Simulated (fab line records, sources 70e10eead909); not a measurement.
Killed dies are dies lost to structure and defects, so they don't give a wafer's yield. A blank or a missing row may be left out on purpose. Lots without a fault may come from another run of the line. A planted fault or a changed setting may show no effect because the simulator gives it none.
Which tool did it? | flow nand_harc | 6 lots, 18 wafers sampled, at 2 steps of a route of 1302

WHAT THE GAUGES READ, wafer by wafer
NHARC_A_SLIT_CD_MEAS_21.
lot  | measured     | on        | cd_nm (nm)
L939 | day 21 07:17 | cd_sem-02 | 290.1 290.0 290.1
L941 | day 21 22:48 | cd_sem-01 | 288.9 290.0 290.5
L944 | day 23 12:26 | cd_sem-02 | 290.3 290.1 289.2
L946 | day 24 02:38 | cd_sem-03 | 289.7 290.0 289.4
L948 | day 24 23:12 | cd_sem-01 | 289.3 288.7 290.4
L954 | day 27 12:58 | cd_sem-03 | 289.9 290.3 290.3

WHICH TOOL RAN EACH LOT (tool, then ch and the chambers of the sampled wafers, then the start)
lot  | NHARC_A_SLIT_ETCH_24
L939 | rie_diel-10 ch 1,3, day 21 01:05
L941 | rie_diel-01 ch 1,2, day 21 16:35
L944 | rie_diel-01 ch 1,2, day 23 06:08
L946 | rie_diel-04 ch 0,1,2, day 23 20:24
L948 | rie_diel-10 ch 1,3, day 24 16:59
L954 | rie_diel-04 ch 0,2,3, day 27 05:32
- NHARC_A_SLIT_ETCH_24: etches the open film in CF4/CHF3, target depth 121 nm, time 60.5 s.

THE ANSWER, worked out from the rows above alone
Rule: what is usual is taken from the lots themselves. Put in order of their means at a reading, lots are off if they are a third of the lots or fewer, leave a main group of 4 or more, and stand apart from it by a gap of 3 or more times the standard deviation of the main group's means; of several such gaps the widest counts. A main group whose means are all the same, to the digits that the tables above print for the reading, isn't used. A lot without any number at a reading at which 4 lots or more have one is off too. The other lots that the step has rows for count as sound.
No lot is off at any reading shown: from this, nothing can be told.

WHAT THE SIMULATOR HAD PUT IN
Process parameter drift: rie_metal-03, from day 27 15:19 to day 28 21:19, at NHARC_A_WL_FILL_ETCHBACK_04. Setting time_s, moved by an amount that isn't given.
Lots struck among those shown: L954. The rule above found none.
